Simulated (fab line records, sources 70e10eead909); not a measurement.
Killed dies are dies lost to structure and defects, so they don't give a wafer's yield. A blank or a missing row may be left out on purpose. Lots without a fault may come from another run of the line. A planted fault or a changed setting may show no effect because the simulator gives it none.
Which tool did it? | flow nand_harc | 14 lots, 42 wafers sampled, at 5 steps of a route of 1159

WHAT THE GAUGES READ, wafer by wafer
NHARC_A_BONDPAD_CD_MEAS_13. Usual: cd_nm 499.8 nm, standard deviation 2.4.
lot  | measured     | on        | cd_nm (nm)        | flag
L355 | day 18 02:23 | cd_sem-02 | 502.2 500.7 503.4 |
L354 | day 18 09:08 | cd_sem-02 | 500.8 500.3 500.7 |
L358 | day 18 06:55 | cd_sem-01 | 500.4 502.4 495.5 |
L357 | day 18 08:24 | cd_sem-02 | 502.5 501.2 501.7 |
L359 | day 18 11:31 | cd_sem-03 | 498.7 495.4 497.5 |
L360 | day 19 02:22 | cd_sem-01 | 501.1 499.7 501.2 |
L361 | day 19 07:09 | cd_sem-03 | 503.0 502.6 501.9 |
L362 | day 19 23:20 | cd_sem-03 | 500.3 497.7 495.9 |
L365 | day 20 10:06 | cd_sem-03 | 502.3 503.2 501.0 |
L366 | day 21 03:17 | cd_sem-03 | 497.3 499.1 499.0 |
L371 | day 22 09:01 | cd_sem-02 | 498.4 499.1 499.5 |
L373 | day 22 14:27 | cd_sem-02 | 500.6 496.2 501.7 |
L375 | day 23 14:05 | cd_sem-03 | 495.1 496.4 497.8 |
L377 | day 24 07:44 | cd_sem-03 | 503.8 499.8 505.5 |

NHARC_THIN_TSV_CD_MEAS_16. Usual: cd_nm 1000.5 nm, standard deviation 1.6.
lot  | measured     | on        | cd_nm (nm)           | flag
L355 | day 18 22:31 | cd_sem-03 | 1001.2 1001.7 999.0  |
L354 | day 19 02:17 | cd_sem-02 | 1000.3 1001.9 1002.4 |
L358 | day 18 23:44 | cd_sem-03 | 999.1 1000.2 999.9   |
L357 | day 19 01:04 | cd_sem-03 | 1000.1 1001.3 999.0  |
L359 | day 19 03:28 | cd_sem-02 | 1000.3 1001.4 1001.5 |
L360 | day 19 21:49 | cd_sem-02 | 1001.1 1001.7 1002.1 |
L361 | day 19 20:43 | cd_sem-02 | 999.5 999.9 1002.4   |
L362 | day 20 18:18 | cd_sem-02 | 998.6 999.2 998.2    |
L365 | day 21 04:10 | cd_sem-01 | 1000.2 996.9 999.2   |
L366 | day 21 18:56 | cd_sem-03 | 998.2 998.5 999.4    |
L371 | day 23 01:00 | cd_sem-03 | 1000.9 1001.4 1000.1 |
L373 | day 23 06:00 | cd_sem-02 | 1002.6 1000.6 1000.2 |
L375 | day 24 06:39 | cd_sem-01 | 1002.7 1000.8 999.1  |
L377 | day 24 23:29 | cd_sem-02 | 1001.7 1001.2 999.7  |

NHARC_END_SORT_01. Usual: killed_at_array 29, standard deviation 11; killed_at_other 0.6, standard deviation 0.75; killed_at_periphery 3.1, standard deviation 2.1; killed_dies 32, standard deviation 11; killed_open 3.0, standard deviation 1.8; killed_short 1.8, standard deviation 1.3.
lot  | measured     | on        | killed_at_array | killed_at_other | killed_at_periphery | killed_dies | killed_open | killed_short | flag
L371 | day 23 15:24 | prober-02 | 66 57 71        | 0 0 1           | 4 1 2               | 70 58 74    | 4 3 4       | 3 2 1        | OFF
L373 | day 23 23:07 | prober-02 | 82 86 85        | 1 0 2           | 2 1 4               | 85 87 91    | 4 4 6       | 3 4 0        | OFF

WHICH TOOL RAN EACH LOT (tool, then ch and the chambers of the sampled wafers, then the start)
lot  | NHARC_A_ONON_D1_DEP_22           | NHARC_THIN_TSV_ETCH_36
L355 | pecvd_onon-03 ch 0, day 8 14:31  | rie_metal-02 ch 0,1, day 19 04:44
L354 | pecvd_onon-02 ch 0, day 8 14:39  | rie_metal-02 ch 0,1, day 19 08:32
L358 | pecvd_onon-01 ch 0, day 8 14:50  | rie_metal-01 ch 0,1, day 19 05:40
L357 | pecvd_onon-03 ch 0, day 8 14:56  | rie_metal-03 ch 0,1, day 19 07:33
L359 | pecvd_onon-01 ch 0, day 9 02:15  | rie_metal-01 ch 0,1, day 19 09:36
L360 | pecvd_onon-02 ch 0, day 9 10:31  | rie_metal-02 ch 0,1, day 20 03:23
L361 | pecvd_onon-01 ch 0, day 9 16:22  | rie_metal-01 ch 0,1, day 20 03:17
L362 | pecvd_onon-03 ch 0, day 10 01:32 | rie_metal-03 ch 0,1, day 20 23:49
L365 | pecvd_onon-03 ch 0, day 10 22:32 | rie_metal-02 ch 0,1, day 21 10:07
L366 | pecvd_onon-03 ch 0, day 11 08:25 | rie_metal-02 ch 0,1, day 22 01:16
L371 | pecvd_onon-01 ch 0, day 11 23:57 | rie_metal-03 ch 0,1, day 23 06:23
L373 | pecvd_onon-01 ch 0, day 12 16:48 | rie_metal-01 ch 0,1, day 23 11:26
L375 | pecvd_onon-02 ch 0, day 13 02:32 | rie_metal-01 ch 0,1, day 24 12:02
L377 | pecvd_onon-02 ch 0, day 14 02:35 | rie_metal-01 ch 0,1, day 25 05:04
- NHARC_A_ONON_D1_DEP_22: target thk 1000 nm.
- NHARC_THIN_TSV_ETCH_36: etches the open film in Cl2/BCl3, target depth 65 nm, time 18.571 s.

WHAT THE TOOLS THEMSELVES READ (means of the sampled wafers that have a number; where no wafer has one, the mark that the record gives instead)
NHARC_A_ONON_D1_DEP_22. Usual: n2o_flow_sccm 1999 sccm, standard deviation 5.7; nh3_flow_sccm 500.2 sccm, standard deviation 1.5.
lot  | tool          | n2o_flow_sccm (sccm) | nh3_flow_sccm (sccm) | flag
L355 | pecvd_onon-03 | 1999                 | 500.1                |
L354 | pecvd_onon-02 | 1998                 | 499.7                |
L358 | pecvd_onon-01 | 2002                 | 500.9                |
L357 | pecvd_onon-03 | 1998                 | 499.5                |
L359 | pecvd_onon-01 | 2002                 | 500.4                |
L360 | pecvd_onon-02 | 1998                 | 498.6                |
L361 | pecvd_onon-01 | 2005                 | 498.4                |
L362 | pecvd_onon-03 | 2004                 | 500.6                |
L365 | pecvd_onon-03 | 1998                 | 500.1                |
L366 | pecvd_onon-03 | 2007                 | 499.1                |
L371 | pecvd_onon-01 | 1998                 | 500.5                |
L373 | pecvd_onon-01 | 2001                 | 501.5                |
L375 | pecvd_onon-02 | 1997                 | 501.7                |
L377 | pecvd_onon-02 | 2000                 | 500.4                |

NHARC_THIN_TSV_ETCH_36. Usual: drypump_motor_current_A 5.6 A, standard deviation 0.37; oes_product_au 0.996 a.u., standard deviation 0.0071.
lot  | tool         | drypump_motor_current_A (A) | oes_product_au (a.u.) | flag
L355 | rie_metal-02 | 5.5                         | 0.998                 |
L354 | rie_metal-02 | 5.4                         | 0.999                 |
L358 | rie_metal-01 | 6.1                         | 0.986                 |
L357 | rie_metal-03 | 5.5                         | 0.994                 |
L359 | rie_metal-01 | 6.1                         | 0.995                 |
L360 | rie_metal-02 | 5.5                         | 0.999                 |
L361 | rie_metal-01 | 6.0                         | 0.991                 |
L362 | rie_metal-03 | 5.3                         | 0.995                 |
L365 | rie_metal-02 | 5.5                         | 0.994                 |
L366 | rie_metal-02 | 5.5                         | 0.992                 |
L371 | rie_metal-03 | 5.5                         | 0.994                 |
L373 | rie_metal-01 | 6.0                         | 1.003                 |
L375 | rie_metal-01 | 6.0                         | 1.002                 |
L377 | rie_metal-01 | 6.1                         | 0.997                 |

THE ANSWER, worked out from the rows above alone
Rule: a lot is off if the mean of its wafers that have a number lies more than 3 standard deviations from the usual mean. A lot without any number at a reading at which 4 lots or more have one is off too. The other lots that the step has rows for count as sound. The gauges are gone through in route order, then the tools' own readings, and for those a lot's mean is taken as printed above. The first step at which some lot is off is used, and at that step the reading that is off furthest; a lot without a number counts as furthest.
Off: L371, L373, at NHARC_END_SORT_01 (killed_dies). Neither off nor sound, because the step has no rows for them: L355, L354, L358, L357, L359, L360, L361, L362, L365, L366, L375, L377.
A tool fits if, at a process step before that reading, it ran every lot that is off, and no sound lot after the first of them. The gauges at NHARC_END_SORT_01 are tried like those tools. Can't be told from this: 2 tools fit, pecvd_onon-01 at NHARC_A_ONON_D1_DEP_22, prober-02 at NHARC_END_SORT_01.

WHAT THE SIMULATOR HAD PUT IN
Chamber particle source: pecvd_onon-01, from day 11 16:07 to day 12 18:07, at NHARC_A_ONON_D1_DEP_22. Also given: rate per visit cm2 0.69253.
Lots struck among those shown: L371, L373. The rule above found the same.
